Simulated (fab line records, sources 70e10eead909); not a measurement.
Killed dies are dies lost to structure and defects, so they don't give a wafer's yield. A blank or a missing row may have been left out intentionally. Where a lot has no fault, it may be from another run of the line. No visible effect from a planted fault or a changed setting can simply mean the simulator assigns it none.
Chamber matching / flow nand_harc / NHARC_A_BLC_ETCH_17 on rie_diel-12 has 4 sister chambers
The step etches the open film in N2/H2, target depth 390 nm, time 609.38 s. 16 wafers are shown with their chamber, then 8 later ones without.

## EACH WAFER AND ITS CHAMBER
wafer=L708.1; chamber=2; showerhead_plenum_p_Torr (Torr)=2.00; run_length_s (s)=630.6; oes_product_au (a.u.)=1.008
wafer=L708.2; chamber=3; showerhead_plenum_p_Torr (Torr)=2.03; run_length_s (s)=630.8; oes_product_au (a.u.)=1.007
wafer=L708.4; chamber=0; showerhead_plenum_p_Torr (Torr)=1.98; run_length_s (s)=629.6; oes_product_au (a.u.)=0.999
wafer=L712.3; chamber=0; showerhead_plenum_p_Torr (Torr)=1.98; run_length_s (s)=630.2; oes_product_au (a.u.)=0.991
wafer=L712.4; chamber=3; showerhead_plenum_p_Torr (Torr)=2.02; run_length_s (s)=631.1; oes_product_au (a.u.)=0.993
wafer=L712.6; chamber=2; showerhead_plenum_p_Torr (Torr)=2.00; run_length_s (s)=630.8; oes_product_au (a.u.)=0.993
wafer=L711.1; chamber=2; showerhead_plenum_p_Torr (Torr)=2.00; run_length_s (s)=630.6; oes_product_au (a.u.)=0.998
wafer=L711.3; chamber=0; showerhead_plenum_p_Torr (Torr)=1.98; run_length_s (s)=629.7; oes_product_au (a.u.)=0.996
wafer=L711.6; chamber=0; showerhead_plenum_p_Torr (Torr)=1.98; run_length_s (s)=629.7; oes_product_au (a.u.)=0.993
wafer=L721.3; chamber=0; showerhead_plenum_p_Torr (Torr)=1.98; run_length_s (s)=629.7; oes_product_au (a.u.)=0.982
wafer=L720.1; chamber=3; showerhead_plenum_p_Torr (Torr)=2.02; run_length_s (s)=630.7; oes_product_au (a.u.)=0.992
wafer=L720.3; chamber=2; showerhead_plenum_p_Torr (Torr)=2.00; run_length_s (s)=630.3; oes_product_au (a.u.)=0.978
wafer=L726.3; chamber=0; showerhead_plenum_p_Torr (Torr)=1.98; run_length_s (s)=629.6; oes_product_au (a.u.)=0.985
wafer=L726.5; chamber=0; showerhead_plenum_p_Torr (Torr)=1.98; run_length_s (s)=629.7; oes_product_au (a.u.)=0.988
wafer=L726.6; chamber=1; showerhead_plenum_p_Torr (Torr)=1.91; run_length_s (s)=630.8; oes_product_au (a.u.)=1.021
wafer=L730.2; chamber=2; showerhead_plenum_p_Torr (Torr)=2.00; run_length_s (s)=630.8; oes_product_au (a.u.)=0.994

SIGNATURES (averages over the wafers above)
reading=showerhead_plenum_p_Torr; chamber 0=1.9800; chamber 1=1.9100; chamber 2=2.0000; chamber 3=2.0233; scatter within a chamber=0.00236
reading=run_length_s; chamber 0=629.743; chamber 1=630.800; chamber 2=630.620; chamber 3=630.867; scatter within a chamber=0.207
reading=oes_product_au; chamber 0=0.99057; chamber 1=1.02100; chamber 2=0.99420; chamber 3=0.99733; scatter within a chamber=0.0083
Rule: for a wafer and a chamber, the distance is found by dividing, reading by reading, the gap between the wafer's reading and the chamber's mean by the reading's scatter, squaring, summing and taking the root. If the next closest chamber is less than 2 further off than the closest, the wafer can't be placed; otherwise it belongs to the closest. The scatter is the square root of a quotient: the sum, over the shown wafers, of each reading's squared deviation from its chamber's mean, divided by wafers minus chambers.

## WAFERS MISSING THEIR CHAMBER
wafer=L730.3; showerhead_plenum_p_Torr (Torr)=2.02; run_length_s (s)=631.5; oes_product_au (a.u.)=1.019
wafer=L730.4; showerhead_plenum_p_Torr (Torr)=1.91; run_length_s (s)=630.8; oes_product_au (a.u.)=1.025
wafer=L727.1; showerhead_plenum_p_Torr (Torr)=1.97; run_length_s (s)=629.5; oes_product_au (a.u.)=0.976
wafer=L727.3; showerhead_plenum_p_Torr (Torr)=2.00; run_length_s (s)=630.3; oes_product_au (a.u.)=0.989
wafer=L727.4; showerhead_plenum_p_Torr (Torr)=2.02; run_length_s (s)=631.1; oes_product_au (a.u.)=1.002
wafer=L729.1; showerhead_plenum_p_Torr (Torr)=1.97; run_length_s (s)=630.1; oes_product_au (a.u.)=0.987
wafer=L729.2; showerhead_plenum_p_Torr (Torr)=2.00; run_length_s (s)=630.5; oes_product_au (a.u.)=0.995
wafer=L729.5; showerhead_plenum_p_Torr (Torr)=2.00; run_length_s (s)=630.8; oes_product_au (a.u.)=0.988

## THE CHAMBER EACH PASSED THROUGH
wafer=L730.3; from the rows above=3; in truth=3
wafer=L730.4; from the rows above=1; in truth=1
wafer=L727.1; from the rows above=0; in truth=0
wafer=L727.3; from the rows above=2; in truth=2
wafer=L727.4; from the rows above=3; in truth=3
wafer=L729.1; from the rows above=0; in truth=0
wafer=L729.2; from the rows above=2; in truth=2
wafer=L729.5; from the rows above=2; in truth=2
8 of 8 placed correctly. From these rows, 0 cannot be placed. Placed wrongly: 0.
